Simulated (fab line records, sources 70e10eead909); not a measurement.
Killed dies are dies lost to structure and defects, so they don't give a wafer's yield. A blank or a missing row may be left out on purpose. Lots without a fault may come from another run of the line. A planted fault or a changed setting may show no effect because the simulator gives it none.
fab line records | flow nand_harc
record lots=11 wafers=33 last_day=33
route steps=1302 shown A_SGD_CUT@921 A_SLIT@937 END@1302
lots that met no fault: from a run of the same line without faults
start_h: hours from the record's first day to the start of the lot's first wafer shown | wait_h: hours since the lot's step before | " the same as in the row above | L1.1+2: a row that stands for several wafers | - no value, or no start given | * or withheld: withheld | < > ~ a bound
route shown NAME@n: a module of which the file shows steps, and the number in the route of the first | usual: mean/standard deviation of fault-free wafers | same: alike in all rows | chamber/n: place in a boat | sites: the reading at each site | _std_site: their standard deviation | _edge_site: outer sites' mean less inner sites' | radius_mm: how far each site lies from the wafer's centre | mask NAME#n: copy n | behind: the tool/chamber that last shaped the wafer | hold: why the lot was held/for how many hours/how that ended | device: the transistor (n, p or np) that didn't switch | end of line: the same wafers' tests at the end of the route | a step without rows: its recipe alone | killed: dies lost to structure and defects at the first sort, not the wafer's yield | map: a wafer's dies, x killed, . not, _ none there
set.NAME: the setting as run; set.NAME@STEP: as run at that earlier step | model.NAME: the simulator's own value behind a step, which no gauge read
steps of the route over a sample of lots; a table a step, a row a wafer
services: from which hour (start_h, from the record's first day; less than 0 if before it) a tool's chamber was out of use, for how many hours, and why
## steps
# step NHARC_A_SGD_CUT_INSPECT_25
# usual raw_defect_count=394/91
# columns lot.wafer tool chamber start_h wait_h raw_defect_count
L357.1 defect_inspect-02 - 433.83 - 317
L357.2 " - " " 296
L357.5 " - " " 372
L358.1 defect_inspect-01 - 451.70 - 428
L358.2 " - " " 415
L358.5 " - " " 413
L360.1 defect_inspect-01 - 482.92 - 360
L360.2 " - " " 514
L360.5 " - " " 337
L362.3 defect_inspect-02 - 482.92 - 353
L362.4 " - " " 406
L362.6 " - " " 394
L361.4 defect_inspect-01 - 482.93 - 351
L361.5 " - " " 299
L361.6 " - " " 340
L363.2 defect_inspect-02 - 513.51 - 386
L363.4 " - " " 452
L363.5 " - " " 389
L366.2 defect_inspect-02 - 543.75 - 375
L366.3 " - " " 427
L366.5 " - " " 490
L368.1 defect_inspect-01 - 543.90 - 552
L368.3 " - " " 527
L368.6 " - " " 515
L369.2 defect_inspect-02 - 564.42 - 368
L369.4 " - " " 321
L369.6 " - " " 366
L370.1 defect_inspect-02 - 575.85 - 388
L370.2 " - " " 404
L370.6 " - " " 420
L380.1 defect_inspect-01 - 682.14 - 265
L380.3 " - " " 361
L380.4 " - " " 838
# step NHARC_A_SLIT_ETCH_24
# recipe target_depth_a=1210 time_s=60.5 cf4_flow_sccm=100 chf3_flow_sccm=30 ar_flow_sccm=0 rf_w=500 bias_w=200 chemistry=CF4/CHF3
# usual cf4_flow_sccm=100.0/0.3 drypump_motor_current_A=5.7/0.47 oes_product_au=0.964/0.017 rf_vpp_V=370.3/1.8 run_length_s=81.8/0.43 showerhead_plenum_p_Torr=1.57/0.05 throttle_valve_pct=16.802/0.0096
# columns lot.wafer tool chamber start_h wait_h cf4_flow_sccm drypump_motor_current_A oes_product_au rf_hours_counter_h rf_vpp_V run_length_s showerhead_plenum_p_Torr throttle_valve_pct
L357.1 rie_diel-10 3 438.97 0.1 99.9 6.3 0.979 0.9 372.7 81.5 1.61 16.808
L357.2 " 1 " " 100.5 5.7 0.966 0.8 368.0 83.0 1.48 16.806
L357.5 " 0 " " 99.5 5.8 0.988 - 372.3 82.0 1.60 16.803
L358.2 rie_diel-04 1 458.14 0.1 100.2 6.1 0.956 5.4 373.1 81.7 1.64 16.807
L358.1 " 2 " " 100.2 4.7 0.975 5.5 368.4 81.4 1.48 16.797
L358.5 " 2 " " 100.3 4.7 0.980 - 369.2 81.4 1.48 16.793
L360.2 rie_diel-10 0 488.84 0.1 100.6 5.8 0.961 4.3 371.5 82.3 1.60 16.805
L360.1 " 1 " " 100.0 5.7 0.960 3.4 366.6 82.5 1.48 16.801
L360.5 " 2 " " 100.0 5.2 0.943 - 368.8 81.6 1.55 16.792
L362.4 rie_diel-12 0 489.78 0.1 100.2 5.9 0.978 1.0 368.5 82.5 1.53 16.802
L362.3 " 1 " " 99.5 5.8 0.976 1.3 368.0 81.5 1.53 16.789
L362.6 " 3 " " 99.9 5.1 0.950 - 371.1 81.6 1.62 16.816
L361.4 rie_diel-12 0 492.47 0.1 99.8 6.0 0.963 1.9 367.7 82.2 1.53 16.814
L361.5 " 2 " " 100.0 5.6 0.951 - 370.4 81.3 1.55 16.800
L361.6 " 3 " " 99.9 5.1 0.941 - 373.1 81.8 1.62 16.801
L363.4 rie_diel-04 1 520.07 0.1 99.7 6.1 0.951 7.3 371.9 81.6 1.64 16.802
L363.2 " 2 " " 100.4 4.7 0.966 7.4 368.8 81.3 1.48 16.812
L363.5 " 1 " " 99.9 6.1 0.963 - 373.6 81.9 1.64 16.795
L366.2 rie_diel-04 0 549.33 0.1 100.0 5.6 0.960 0.1 371.1 82.1 1.56 16.799
L366.3 " 1 " " 100.2 6.1 0.956 0.1 374.2 81.7 1.64 16.795
L366.5 " 3 " " 99.4 5.9 1.006 - 372.4 81.4 1.61 16.784
L368.1 rie_diel-12 1 550.13 0.1 100.3 5.8 0.971 5.3 366.5 81.4 1.53 16.801
L368.3 " 2 " " 100.2 5.6 0.963 5.4 370.2 81.2 1.55 16.802
L368.6 " 0 " " 100.0 6.0 0.960 - 369.8 81.9 1.53 16.805
L369.2 rie_diel-12 3 569.38 0.1 100.0 5.1 0.961 7.2 372.8 81.9 1.62 16.811
L369.4 " 1 " " 99.6 5.8 0.973 6.7 369.1 81.9 1.53 16.812
L369.6 " 0 " " 99.8 5.9 0.987 - 368.1 82.6 1.53 16.818
L370.2 rie_diel-10 1 581.10 0.1 99.7 5.7 0.961 9.2 367.9 82.7 1.48 16.796
L370.1 " 0 " " 99.6 5.8 0.963 9.5 371.5 82.2 1.60 16.797
L370.6 " 1 " " 99.6 5.7 0.971 - 366.9 82.4 1.48 16.809
L380.1 rie_diel-04 0 689.02 0.1 100.0 5.7 0.964 8.6 371.8 70.3 1.56 16.809
L380.4 " 1 " " 100.3 6.2 0.968 7.6 372.3 82.0 1.64 16.822
L380.3 " 3 " " 100.3 5.9 0.968 9.9 372.0 81.1 1.61 16.804
# step NHARC_A_SLIT_ETCH_26
# recipe bias_v=400 source_w=2000 pressure_mtorr=25 time_s=90 ar_flow_sccm=375 c4f8_flow_sccm=41.7 o2_flow_sccm=83.3 target_depth_a=4000 chemistry=C4F8/O2/Ar
# usual drypump_motor_current_A=6.01/0.28 run_length_s=121.3/0.77 showerhead_plenum_p_Torr=3.73/0.12 throttle_valve_pct=27.619/0.01
# columns lot.wafer tool chamber start_h wait_h drypump_motor_current_A rf_hours_counter_h run_length_s showerhead_plenum_p_Torr throttle_valve_pct
L357.2 har_etch-02 1 443.83 3.1 6.16 30 120.5 3.96 27.623
L357.1 " 0 " " 5.52 30 120.5 3.73 27.622
L357.5 " 0 " " 5.55 - 120.8 3.73 27.612
L358.1 har_etch-02 1 463.93 3.0 6.18 45 120.5 3.95 27.611
L358.2 " 0 " " 5.52 45 120.8 3.72 27.623
L358.5 " 1 " " 6.16 - 120.4 3.95 27.611
L360.2 har_etch-01 0 493.90 3.1 6.14 264 121.6 3.67 27.627
L360.1 " 1 " " 6.20 264 122.2 3.67 27.612
L360.5 " 0 " " 6.15 - 121.8 3.67 27.628
L362.4 har_etch-02 1 494.70 1.9 6.14 - 120.5 3.95 27.619
L362.3 " 0 " " 5.54 - 121.2 3.71 27.633
L362.6 " 1 " " 6.16 - 120.3 3.95 27.619
L361.4 har_etch-01 1 497.81 1.3 6.21 - 122.4 3.67 27.630
L361.5 " 0 " " 6.17 - 122.4 3.67 27.623
L361.6 " 1 " " 6.20 - 122.1 3.67 27.623
L363.2 har_etch-01 0 528.46 3.1 6.16 287 121.6 3.66 27.621
L363.4 " 1 " " 6.22 - 122.5 3.66 27.596
L363.5 " 0 " " 6.15 - 121.7 3.66 27.609
L366.2 har_etch-01 1 554.11 3.0 6.22 302 122.0 3.65 27.615
L366.3 " 1 " " 6.22 - 122.1 3.65 27.630
L366.5 " 0 " " 6.17 - 121.5 3.65 27.612
L368.1 har_etch-02 1 557.60 2.4 6.17 95 120.6 3.92 27.615
L368.3 " 0 " " 5.53 - 120.4 3.69 27.606
L368.6 " 0 " " 5.54 - 121.1 3.69 27.631
L369.2 har_etch-02 1 574.25 2.5 6.17 107 120.8 3.92 27.613
L369.4 " 1 " " 6.20 - 120.6 3.92 27.623
L369.6 " 1 " " 6.19 - 120.5 3.92 27.647
L370.2 har_etch-02 0 585.96 3.1 5.51 110 121.0 3.68 27.609
L370.1 " 1 " " 6.18 110 120.3 3.92 27.606
L370.6 " 1 " " 6.19 - 120.6 3.92 27.625
L380.1 har_etch-01 1 693.84 2.4 6.21 382 122.0 3.61 27.607
L380.4 " 0 " " 6.17 - 121.9 3.61 27.616
L380.3 " 1 " " 6.18 - 122.6 3.61 27.624
# step NHARC_A_SLIT_ETCH_29
# recipe target_depth_a=1000 overetch_a=100 time_s=55 ion_energy_ev=100 cf4_flow_sccm=80 o2_flow_sccm=20 ar_flow_sccm=0 rf_w=300 bias_w=100 chemistry=CF4/O2
# usual cf4_flow_sccm=80.02/0.23 drypump_motor_current_A=5.6/0.44 oes_product_au=1.000/0.014 rf_vpp_V=197.5/1.2 run_length_s=76.3/0.43 showerhead_plenum_p_Torr=1.32/0.045 throttle_valve_pct=13.397/0.0088
# columns lot.wafer tool chamber start_h wait_h cf4_flow_sccm drypump_motor_current_A oes_product_au rf_hours_counter_h rf_vpp_V run_length_s showerhead_plenum_p_Torr throttle_valve_pct
L357.2 rie_diel-10 0 444.72 0.1 80.14 5.8 1.011 1.9 197.4 76.5 1.36 13.392
L357.1 " 1 " " 80.12 5.6 1.000 1.5 195.6 77.0 1.26 13.383
L357.5 " 1 " " 79.77 5.7 0.992 - 195.0 76.9 1.26 13.406
L358.2 rie_diel-10 2 464.82 0.1 79.77 5.2 0.980 2.3 197.7 76.1 1.32 13.389
L358.1 " 0 " " 80.13 5.8 1.000 3.3 198.3 76.9 1.36 13.399
L358.5 " 2 " " 80.07 5.2 0.965 - 197.0 76.2 1.32 13.394
L360.2 rie_diel-04 1 494.78 0.1 80.16 6.2 0.989 6.7 197.5 76.2 1.39 13.396
L360.1 " 3 " " 79.85 5.9 1.017 8.2 199.2 75.8 1.37 13.401
L360.5 " 2 " " 80.00 4.7 1.020 - 196.5 75.9 1.26 13.405
L362.4 rie_diel-10 1 495.53 0.1 80.19 5.7 0.994 4.4 196.8 77.3 1.26 13.402
L362.3 " 2 " " 79.76 5.2 0.971 4.4 199.7 76.2 1.32 13.396
L362.6 " 0 " " 79.90 5.8 0.995 - 196.7 76.9 1.36 13.400
L361.4 rie_diel-12 3 498.61 0.1 80.12 5.0 0.970 2.1 198.7 75.9 1.38 13.397
L361.6 " 1 " " 80.29 5.8 1.011 - 197.8 76.8 1.30 13.394
L361.5 " 2 " " 79.40 5.6 0.974 - 197.2 75.9 1.32 13.405
L363.4 rie_diel-12 3 529.35 0.1 79.89 5.1 0.988 4.6 198.6 76.2 1.38 13.400
L363.2 " 1 " " 79.89 5.8 1.015 4.7 197.4 76.6 1.30 13.416
L363.5 " 3 " " 79.95 5.1 0.996 - 199.0 76.3 1.38 13.401
L366.3 rie_diel-04 3 554.99 0.1 79.80 5.9 1.030 1.0 198.7 75.5 1.37 13.402
L366.2 " 0 " " 79.81 5.7 1.002 0.6 197.2 76.2 1.32 13.394
L366.5 " 0 " " 79.76 5.7 1.007 - 195.9 76.2 1.32 13.378
L368.3 rie_diel-04 1 558.46 0.1 79.87 6.1 1.002 0.7 198.2 76.0 1.39 13.388
L368.1 " 3 " " 80.22 5.9 1.025 1.1 198.6 75.5 1.37 13.419
L368.6 " 1 " " 79.74 6.2 0.992 - 198.7 76.3 1.39 13.395
L369.4 rie_diel-04 2 575.21 0.2 79.79 4.7 0.996 1.7 196.6 75.8 1.26 13.388
L369.2 " 1 " " 79.90 6.1 0.996 1.3 200.0 76.1 1.39 13.395
L369.6 " 3 " " 80.11 5.9 1.022 - 198.4 75.7 1.37 13.411
L370.1 rie_diel-04 3 586.85 0.1 79.96 5.9 1.017 2.4 199.7 75.4 1.37 13.399
L370.2 " 1 " " 79.78 6.2 0.995 1.9 197.5 76.1 1.39 13.403
L370.6 " 3 " " 80.07 5.9 1.015 - 197.7 75.4 1.37 13.405
L380.3 rie_diel-10 0 694.69 0.1 80.32 5.8 1.002 5.6 198.7 77.1 1.35 13.397
L380.1 " 2 " " 79.94 5.2 0.992 6.4 198.0 76.5 1.31 13.406
L380.4 " 3 " " 80.08 6.4 1.005 6.3 197.9 76.1 1.36 13.379
# step NHARC_END_SORT_01
# recipe temp_c=25
# usual killed_at_array=55/17 killed_at_other=0.9/1.2 killed_at_periphery=3.7/2.5 killed_dies=59/18 killed_open=3.4/1.9 killed_short=2.6/1.6
# same gross_dies=677
# columns lot.wafer tool chamber start_h wait_h killed_at_array killed_at_other killed_at_periphery killed_dies killed_open killed_short
L380.1 prober-01 0 798.52 2.5 202 0 2 204 3 3
L380.3 prober-01 0 800.12 3.1 34 1 1 36 3 3
L380.4 prober-01 0 800.92 3.4 47 0 1 48 2 4
# killed by level:class
L380.1 A_SLIT:area_etch=172 A_SLIT:chamber_film_flake=18 P_M0:geometric_particle:open=2 A_ONON_D2:geometric_particle:short=2 A_CHANNEL_HOLE_D2:chamber_film_flake=2 A_WL_FILL:chamber_film_flake=2 A_WL_FILL:geometric_particle:short=1 A_M1:geometric_particle:open=1
L380.3 A_SLIT:chamber_film_flake=20 A_WL_FILL:geometric_particle:short=2 A_CHANNEL_HOLE_D1:chamber_film_flake=2 A_STAIRCASE:chamber_film_flake=2 A_WL_FILL:chamber_film_flake=2 P_M0:geometric_particle:open=1 A_CHANNEL_FILL_D1:geometric_particle:short=1 A_CHANNEL_FILL_D2:geometric_particle:open=1
L380.4 A_SLIT:chamber_film_flake=32 A_CONTACT:chamber_film_flake=5 A_CHANNEL_HOLE_D1:geometric_particle:short=2 A_CHANNEL_HOLE_D2:chamber_film_flake=2 A_CHANNEL_FILL_D1:geometric_particle:open=1 A_CHANNEL_FILL_D1:geometric_particle:short=1 A_CHANNEL_FILL_D2:geometric_particle:open=1 A_WL_FILL:geometric_particle:short=1
## services
# columns tool chamber start_h hours kind
rie_diel-10 - 419.50 9.0 pm
rie_diel-04 0 437.47 - clean
rie_diel-04 1 437.47 - clean
rie_diel-04 2 437.47 - clean
rie_diel-04 3 437.47 - clean
rie_diel-12 - 445.40 9.0 pm
rie_diel-04 0 461.97 - clean
rie_diel-04 1 461.97 - clean
rie_diel-04 2 461.97 - clean
rie_diel-04 3 461.97 - clean
rie_diel-04 2 471.33 2.9 repair
rie_diel-10 3 484.03 7.7 repair
rie_diel-04 0 486.47 - clean
rie_diel-04 1 486.47 - clean
rie_diel-12 1 505.49 7.7 repair
rie_diel-04 - 531.97 9.0 pm
rie_diel-10 0 570.28 1.5 repair
rie_diel-10 2 592.47 8.4 repair
rie_diel-10 - 596.50 9.0 pm
rie_diel-10 - 620.45 0.6 repair
rie_diel-12 - 622.40 9.0 pm
har_etch-02 - 634.78 1.7 repair
har_etch-01 - 682.28 0.7 repair
rie_diel-04 1 690.55 9.4 repair
## key
first_sign step=NHARC_A_SLIT_ETCH_24 reading=run_length_s direction=down sigmas=26 usual=* struck=*
effect step=NHARC_END_SORT_01 reading=killed_at_array direction=up sigmas=8.5 usual=55 struck=202
more_kills_born_at NHARC_A_SLIT_ETCH_24@rie_diel-04=172
met_at NHARC_A_SLIT_ETCH_24
struck_lots L380
struck_wafers L380.1
tester_left_out L380
not_acting_at NHARC_A_SGD_CUT_INSPECT_25,NHARC_A_SLIT_ETCH_26,NHARC_A_SLIT_ETCH_29
onset_between 549.33 689.02
fault kind=process_parameter_drift tool=rie_diel-04 chamber=0 onset_h=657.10 steps=NHARC_A_SLIT_ETCH_24 channel=time_s offset=* shape=step end_h=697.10 acts_in=* stated=*
# tester_left_out: of these lots the tester's yield and bins aren't shown, on N5 and GAA mostly nor the transistor test; their killed dies are dies lost to structure and defects alone, not to doping, threshold or leakage, so they don't give the yield
